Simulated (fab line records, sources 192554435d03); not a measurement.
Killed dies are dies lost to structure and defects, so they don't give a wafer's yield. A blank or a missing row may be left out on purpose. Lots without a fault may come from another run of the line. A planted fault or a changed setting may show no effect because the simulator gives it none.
fab line records | flow n5_finfet
record lots=11 wafers=28 last_day=17
route steps=1938 shown HKMG_FIN@407 BEOL_M4@1111
lots that met no fault: from a run of the same line without faults
start_h: hours from the record's first day to the start of the lot's first wafer shown | wait_h: hours since the lot's step before | " the same as in the row above | L1.1+2: a row that stands for several wafers | - no value, or no start given | * or withheld: withheld | < > ~ a bound
route shown NAME@n: a module of which the file shows steps, and the number in the route of the first | usual: mean/standard deviation of fault-free wafers | same: alike in all rows | chamber/n: place in a boat | sites: the reading at each site | _std_site: their standard deviation | _edge_site: outer sites' mean less inner sites' | radius_mm: how far each site lies from the wafer's centre | mask NAME#n: copy n | behind: the tool/chamber that last shaped the wafer | hold: why the lot was held/for how many hours/how that ended | device: the transistor (n, p or np) that didn't switch | end of line: the same wafers' tests at the end of the route | a step without rows: its recipe alone | killed: dies lost to structure and defects at the first sort, not the wafer's yield | map: a wafer's dies, x killed, . not, _ none there
set.NAME: the setting as run; set.NAME@STEP: as run at that earlier step | model.NAME: the simulator's own value behind a step, which no gauge read
steps of the route over a sample of lots; a table a step, a row a wafer
services: from which hour (start_h, from the record's first day; less than 0 if before it) a tool's chamber was out of use, for how many hours, and why
## steps
# step N5_HKMG_FIN_STRIP_93
# recipe chemistry=N2/H2 material=SOC time_s=20 power_w=500 temp_c=40 pressure_mtorr=50 rf_frequency_hz=6e+07 bias_power_w=8 h2_frac=0.5 n2_flow_sccm=300 h2_flow_sccm=300
# usual drypump_motor_current_A=5.5/0.45 oes_product_au=0.81/0.1 rf_vpp_V=54.2/0.86 showerhead_plenum_p_Torr=3.38/0.069 temp_c=40.00/0.11 throttle_valve_pct=19.1/0.47
# columns lot.wafer tool chamber start_h wait_h drypump_motor_current_A oes_product_au rf_hours_counter_h rf_vpp_V showerhead_plenum_p_Torr temp_c throttle_valve_pct
L272.4 rie_diel-03 0 79.63 0.2 5.8 0.67 212 53.3 3.33 39.85 18.8
L272.6 " 0 " " 5.8 0.68 - 53.7 3.33 40.00 18.8
L273.2 rie_diel-05 2 86.41 0.2 5.3 0.77 85 53.6 3.42 40.10 19.3
L273.5 " 2 " " 5.3 0.78 - 56.2 3.42 40.08 19.4
L274.4 rie_diel-03 2 99.25 0.2 5.3 0.72 199 55.8 3.46 40.02 18.9
L274.5 " 3 " " 5.5 0.67 - 54.4 3.45 39.90 19.9
L274.6 " 0 " " 5.8 0.68 - 55.1 3.33 39.99 18.8
L275.1 rie_diel-04 3 103.17 0.2 6.3 0.72 209 54.6 3.48 40.00 19.7
L275.2 " 0 " " 4.8 0.90 45 54.5 3.37 40.18 18.2
L275.6 " 3 " " 6.3 0.71 - 54.9 3.48 39.97 19.7
L276.2 rie_diel-04 3 107.31 0.2 6.3 0.72 211 54.8 3.47 40.07 19.7
L276.3 " 0 " " 4.8 0.88 48 53.2 3.37 40.03 18.2
L276.6 " 1 " " 5.3 0.91 - 53.3 3.33 40.05 19.3
L284.3 rie_diel-04 0 155.22 0.2 4.9 0.85 65 55.0 3.36 40.03 18.2
L284.5 " 0 " " 4.8 0.85 - 54.6 3.36 39.95 18.2
L284.6 " 2 " " 5.5 0.91 - 54.8 3.31 40.00 19.2
L286.3 rie_diel-04 1 173.30 0.2 5.3 0.87 - 53.9 3.32 40.08 19.4
L286.4 " 0 " " 4.8 0.84 - 54.1 3.36 39.99 18.2
L286.6 " 1 " " 5.3 0.86 - 53.6 3.32 39.82 19.4
L288.1 rie_diel-03 3 179.07 0.2 5.5 0.93 23 54.4 3.44 39.75 19.6
L288.2 " 2 " " 5.3 0.70 233 55.1 3.44 39.76 19.0
L288.6 " 3 " " 5.5 0.93 - 55.4 3.44 39.88 19.6
L287.4 rie_diel-04 1 179.28 0.0 5.3 0.85 - 53.2 3.32 40.05 19.4
L287.5 " 0 " " 4.8 0.84 - 52.8 3.35 40.06 18.2
L290.3 rie_diel-05 0 186.42 0.2 6.0 0.70 187 54.4 3.21 39.99 18.8
L290.4 " 3 " " 5.8 0.71 183 54.1 3.32 40.08 19.1
L292.5 rie_diel-04 1 197.48 0.0 5.3 0.85 - 52.9 3.32 39.94 19.4
L292.6 " 2 " " 5.5 0.91 - 53.4 3.31 40.14 19.2
# step N5_HKMG_FIN_STRIP_92
# recipe chemistry=N2/H2 material=SOC time_s=20 power_w=500 temp_c=40 pressure_mtorr=50 rf_frequency_hz=6e+07 bias_power_w=8 h2_frac=0.5 n2_flow_sccm=300 h2_flow_sccm=300
# usual drypump_motor_current_A=5.6/0.44 oes_product_au=0.80/0.1 rf_vpp_V=54.1/0.85 showerhead_plenum_p_Torr=3.38/0.075 temp_c=39.99/0.1 throttle_valve_pct=19.1/0.43
# columns lot.wafer tool chamber start_h wait_h drypump_motor_current_A oes_product_au rf_hours_counter_h rf_vpp_V showerhead_plenum_p_Torr temp_c throttle_valve_pct
L272.4 rie_diel-04 3 83.02 0.0 6.3 0.72 - 54.2 3.48 40.14 19.6
L272.6 " 1 " " 5.3 0.93 - 53.4 3.34 39.98 19.3
L273.2 rie_diel-03 1 89.38 0.1 6.3 0.84 44 54.3 3.42 39.83 19.0
L273.5 " 0 " " 5.8 0.67 - 54.9 3.33 40.10 18.8
L274.4 rie_diel-04 3 102.34 0.1 6.3 0.72 208 55.7 3.48 39.96 19.7
L274.5 " 0 " " 4.8 0.89 - 55.2 3.37 39.90 18.2
L274.6 " 1 " " 5.3 0.92 - 52.9 3.34 39.99 19.3
L275.1 rie_diel-03 1 106.86 0.1 6.3 0.84 50 54.5 3.41 40.20 19.0
L275.2 " 0 " " 5.8 0.67 222 53.7 3.33 39.89 18.8
L275.6 " 0 " " 5.8 0.67 - 53.0 3.33 40.02 18.8
L276.2 rie_diel-03 2 111.06 0.1 5.4 0.71 206 55.1 3.45 40.04 18.9
L276.3 " 1 " " 6.4 0.83 53 53.8 3.41 40.13 19.0
L276.6 " 2 " " 5.4 0.71 - 53.9 3.45 40.09 18.9
L284.3 rie_diel-04 2 158.63 0.1 5.5 0.92 23 53.7 3.31 40.12 19.1
L284.5 " 2 " " 5.5 0.92 - 54.8 3.31 40.09 19.2
L284.6 " 3 " " 6.3 0.71 - 54.3 3.47 39.87 19.7
L286.3 rie_diel-05 2 176.50 0.1 5.3 0.75 116 56.1 3.40 39.90 19.4
L286.4 " 3 " " 5.8 0.71 180 52.8 3.33 40.00 19.1
L286.6 " 2 " " 5.3 0.75 - 54.2 3.40 40.01 19.4
L288.1 rie_diel-05 2 182.23 0.1 5.3 0.75 117 53.4 3.40 40.10 19.4
L288.2 " 0 " " 6.0 0.71 185 52.3 3.21 40.00 18.8
L288.6 " 1 " " 5.3 0.95 - 55.4 3.46 40.00 19.6
L287.4 rie_diel-03 1 182.65 0.0 6.4 0.79 - 53.5 3.40 39.96 19.0
L287.5 " 3 " " 5.5 0.93 - 53.1 3.44 40.03 19.6
L290.3 rie_diel-04 0 189.50 0.1 4.8 0.84 79 54.0 3.35 39.95 18.3
L290.4 " 1 " " 5.3 0.85 50 54.3 3.32 39.97 19.4
L292.5 rie_diel-05 2 200.86 0.0 5.3 0.73 - 54.6 3.40 40.04 19.4
L292.6 " 1 " " 5.3 0.93 - 55.1 3.46 39.92 19.6
# step N5_HKMG_FIN_COAT_66
# recipe resist=SOC temp_c=250 time_s=60 spin_rpm=1500 resist_thk_nm=300
# usual heater_power_total_W=500.3/1.8 run_length_s=66.15/0.12
# columns lot.wafer tool chamber start_h wait_h heater_power_total_W run_length_s
L272.4 litho_track-01 0 84.90 0.2 500.6 66.11
L272.6 " 0 " " 499.5 66.15
L273.2 litho_track-01 0 91.36 0.2 499.8 66.16
L273.5 " 0 " " 502.4 66.20
L274.4 litho_track-01 0 104.24 0.2 501.6 66.08
L274.5 " 0 " " 498.1 65.99
L274.6 " 0 " " 499.2 65.97
L275.1 litho_track-01 0 108.74 0.2 500.3 65.99
L275.2 " 0 " " 497.5 66.12
L275.6 " 0 " " 502.4 66.21
L276.2 litho_track-01 0 112.96 0.2 502.6 66.15
L276.3 " 0 " " 498.5 66.10
L276.6 " 0 " " 502.7 66.08
L284.3 litho_track-03 0 160.76 0.2 571.0 54.30
L284.5 " 0 " " 568.8 54.36
L284.6 " 0 " " 566.8 54.63
L286.3 litho_track-03 0 178.47 0.2 570.6 54.43
L286.4 " 0 " " 571.2 54.36
L286.6 " 0 " " 573.5 54.23
L288.1 litho_track-04 0 184.13 0.2 498.9 66.08
L288.2 " 0 " " 500.8 66.26
L288.6 " 0 " " 499.3 66.12
L287.4 litho_track-01 0 184.87 0.2 501.6 66.30
L287.5 " 0 " " 499.3 66.06
L290.3 litho_track-01 0 191.47 0.2 497.5 66.02
L290.4 " 0 " " 502.3 66.27
L292.5 litho_track-01 0 202.89 0.0 500.3 66.02
L292.6 " 0 " " 501.3 66.41
# step N5_HKMG_FIN_CMP_94
# recipe stop_on=SiNx post_cmp_clean=w_dilute_nh4oh t_overpolish_s=4.7 down_force_psi=4 platen_rpm=50.289 pad_velocity_m_s=1.0006 target_thk_nm=43.299
# usual motor_current_A=12.3/1.5
# columns lot.wafer tool chamber start_h wait_h motor_current_A
L272.4 cmp-03 3 86.70 0.4 11.9
L272.6 " 3 " " 12.0
L273.2 cmp-02 1 93.23 0.3 10.5
L273.5 " 0 " " 11.6
L274.4 cmp-01 1 106.33 0.3 14.8
L274.5 " 3 " " 13.0
L274.6 " 0 " " 12.5
L275.1 cmp-02 2 110.57 0.4 11.8
L275.2 " 1 " " 10.4
L275.6 " 3 " " 12.8
L276.2 cmp-01 3 114.88 0.3 13.6
L276.3 " 0 " " 12.6
L276.6 " 3 " " 12.9
L284.3 cmp-02 3 162.63 0.3 12.8
L284.6 " 2 " " 11.8
L284.5 " 3 " " 12.1
L286.3 cmp-02 1 180.54 0.4 10.1
L286.4 " 2 " " 11.1
L286.6 " 1 " " 10.7
L288.2 cmp-02 2 186.20 0.3 11.2
L288.1 " 3 " " 12.7
L288.6 " 1 " " 10.7
L287.4 cmp-03 0 186.83 0.3 15.2
L287.5 " 3 " " 11.8
L290.3 cmp-02 3 193.41 0.4 12.2
L290.4 " 2 " " 12.0
L292.6 cmp-01 1 204.84 0.2 15.2
L292.5 " 2 " " 11.2
# step N5_BEOL_M4_RC_MEAS_101
# usual DIBL_N=36.0/2 DIBL_P=35.9/2.5 IOFF_N=0.16/0.038 IOFF_P=0.21/0.04 ION_N=675/14 ION_P=462/9.4 SS_N=71.5/0.75 SS_P=73.2/0.74 VT_N=250/3.9 VT_P=-251/3.2
# columns lot.wafer tool chamber start_h wait_h DIBL_N[mV/V] DIBL_P[mV/V] IOFF_N[nA/um] IOFF_P[nA/um] ION_N[uA/um] ION_P[uA/um] SS_N[mV/dec] SS_P[mV/dec] VT_N[mV] VT_P[mV]
L272.4 prober-01 0 164.16 0.5 35.2 35.1 0.17 0.22 691 472 70.9 73.1 244 -245
L272.6 " 0 " " 36.8 35.2 0.21 0.22 694 466 71.7 73.5 242 -246
L273.2 prober-01 0 178.60 0.2 40.0 37.8 0.23 0.28 690 468 72.1 74.2 242 -246
L273.5 " 0 " " 32.6 30.3 0.12 0.18 679 474 69.8 72.2 249 -251
L274.4 prober-01 0 182.65 0.5 36.7 37.6 0.18 0.24 670 463 72.8 73.0 249 -249
L274.5 " 0 " " 37.8 38.4 0.21 0.24 678 455 73.3 74.1 250 -249
L274.6 " 0 " " 34.0 33.3 0.13 0.16 667 459 72.2 73.1 257 -254
L276.2 prober-02 0 192.72 0.2 36.9 37.7 0.20 0.25 705 478 71.5 73.2 244 -246
L276.3 " 0 " " 37.0 39.5 0.18 0.28 681 474 71.4 74.4 249 -249
L276.6 " 0 " " 37.0 38.4 0.18 0.26 692 479 71.2 73.7 247 -248
L275.1 prober-01 0 197.12 0.0 37.3 37.2 0.17 0.19 664 446 72.3 73.7 251 -255
L275.2 " 0 " " 32.4 31.9 0.11 0.14 654 445 70.8 72.6 256 -257
L275.6 " 0 " " 38.7 39.4 0.20 0.25 670 459 71.8 74.5 246 -251
L284.3 prober-01 0 243.21 0.3 37.8 37.0 0.22 0.23 678 454 72.3 73.3 245 -250
L284.5 " 0 " " 35.3 34.3 0.16 0.19 671 457 72.3 72.9 248 -249
L284.6 " 0 " " 35.9 37.3 0.17 0.24 665 459 71.3 73.5 249 -245
L286.3 prober-01 0 268.25 0.3 38.6 39.3 0.22 0.24 685 466 72.4 73.3 248 -251
L286.4 " 0 " " 38.6 39.2 0.21 0.26 683 472 72.2 73.0 248 -248
L286.6 " 0 " " 35.6 36.2 0.17 0.20 696 474 71.3 72.3 248 -249
L288.1 prober-02 0 269.86 0.0 33.6 34.1 0.12 0.17 669 457 71.5 72.7 255 -253
L288.2 " 0 " " 35.3 36.7 0.14 0.20 647 447 71.2 72.7 251 -249
L288.6 " 0 " " 34.5 37.0 0.14 0.21 688 473 70.9 73.6 250 -249
L287.4 prober-01 0 272.49 0.5 34.9 34.7 0.13 0.18 658 448 72.0 73.1 254 -253
L287.5 " 0 " " 39.8 40.8 0.25 0.29 683 465 72.4 74.8 242 -246
L290.3 prober-01 0 273.98 0.3 33.9 30.5 0.13 0.16 653 444 70.8 72.2 252 -256
L290.4 " 0 " " 39.8 39.0 0.27 0.30 696 469 72.6 73.9 241 -244
L292.5 prober-01 0 296.35 0.6 36.6 36.4 0.14 0.22 661 458 71.7 73.2 253 -250
L292.6 " 0 " " 37.0 37.0 0.16 0.24 672 466 71.4 73.7 249 -249
## services
# columns tool chamber start_h hours kind
cmp-03 - 59.88 3.7 pm
rie_diel-05 0 63.64 5.0 repair
cmp-02 - 65.66 13.7 pm
rie_diel-04 2 78.35 - clean
rie_diel-04 2 78.35 - consumable_replace:focus_ring
rie_diel-04 2 78.35 20.8 scheduled_down
rie_diel-04 2 78.35 20.8 vent_cycle
cmp-01 - 84.66 6.7 repair
rie_diel-03 3 104.51 - clean
rie_diel-03 3 104.51 - consumable_replace:focus_ring
rie_diel-03 3 104.51 17.2 scheduled_down
rie_diel-03 3 104.51 17.2 vent_cycle
cmp-02 - 112.86 1.6 repair
cmp-03 - 139.32 4.0 pm
rie_diel-04 3 149.33 7.2 repair
cmp-02 - 169.22 0.3 repair
rie_diel-04 2 169.75 12.7 repair
cmp-01 - 170.88 0.9 repair
cmp-01 - 175.34 1.2 repair
cmp-02 - 180.72 4.0 pm
cmp-01 - 181.64 5.3 repair
cmp-01 - 189.61 2.0 repair
cmp-03 - 192.54 2.2 repair
cmp-03 - 202.26 2.2 repair
## key
first_sign step=N5_HKMG_FIN_COAT_66 reading=run_length_s direction=down sigmas=96 usual=* struck=*
effect step=N5_HKMG_FIN_COAT_66 reading=heater_power_total_W direction=up sigmas=38 usual=* struck=*
met_at N5_HKMG_FIN_COAT_66
struck_lots L284,L286
baseline_loss step=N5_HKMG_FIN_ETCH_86 wafers=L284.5
not_acting_at N5_HKMG_FIN_STRIP_93,N5_HKMG_FIN_STRIP_92,N5_HKMG_FIN_CMP_94
fault kind=process_parameter_drift tool=litho_track-03 chamber=- onset_h=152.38 steps=N5_HKMG_FIN_COAT_66 channel=time_s offset=* shape=step end_h=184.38 acts_in=* stated=*
# baseline_loss: these wafers lose ten dies or more at that step, a loss of the line's own and not of a fault; the sort's usual values leave them out
